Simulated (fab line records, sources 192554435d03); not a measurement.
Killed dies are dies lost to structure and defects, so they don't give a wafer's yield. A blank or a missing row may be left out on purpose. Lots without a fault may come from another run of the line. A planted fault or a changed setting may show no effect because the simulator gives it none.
Chamber matching | flow n5_finfet | N5_HKMG_FIN_ETCH_35 on rie_diel-04: 4 sister chambers
The step etches SOC in N2/H2, target depth 215.8 nm, time 243.4 s. 8 wafers are shown with their chamber, then 7 later ones without.

WAFERS WITH THEIR CHAMBER
wafer  | chamber | drypump_motor_current_A (A) | showerhead_plenum_p_Torr (Torr)
L075.6 | 3       | 5.5                         | 2.61
L078.1 | 3       | 5.5                         | 2.61
L079.1 | 2       | 5.6                         | 2.54
L082.2 | 2       | 5.5                         | 2.53
L082.3 | 0       | 6.2                         | 2.61
L082.5 | 1       | 6.3                         | 2.50
L084.2 | 0       | 6.2                         | 2.61
L084.4 | 1       | 6.2                         | 2.50

WAFERS WITHOUT THEIR CHAMBER
wafer  | drypump_motor_current_A (A) | showerhead_plenum_p_Torr (Torr)
L084.5 | 5.6                         | 2.53
L090.2 | 6.2                         | 2.50
L090.3 | 5.5                         | 2.61
L090.6 | 6.2                         | 2.50
L097.1 | 6.2                         | 2.49
L097.2 | 5.5                         | 2.60
L097.5 | 5.5                         | 2.60

WHICH CHAMBER EACH WENT THROUGH
wafer  | from the rows above | in truth
L084.5 | 2                   | 2
L090.2 | 1                   | 1
L090.3 | 3                   | 3
L090.6 | 1                   | 1
L097.1 | 1                   | 1
L097.2 | 3                   | 3
L097.5 | 3                   | 3
Placed correctly: 7 of 7. Can't be placed from these rows: 0. Placed wrongly: 0.
How it was worked out, from the rows above alone: a wafer's distance from a chamber is the root of the sum, over the readings, of the square of ((its reading less the chamber's mean) divided by the reading's scatter). The wafer belongs to the nearest chamber; if the next one is less than 2 further off, it can't be placed. A chamber's mean is the mean of its shown wafers. The scatter: the root of (the sum of the squares of (reading less its chamber's mean) over the shown wafers, divided by (wafers less chambers)).
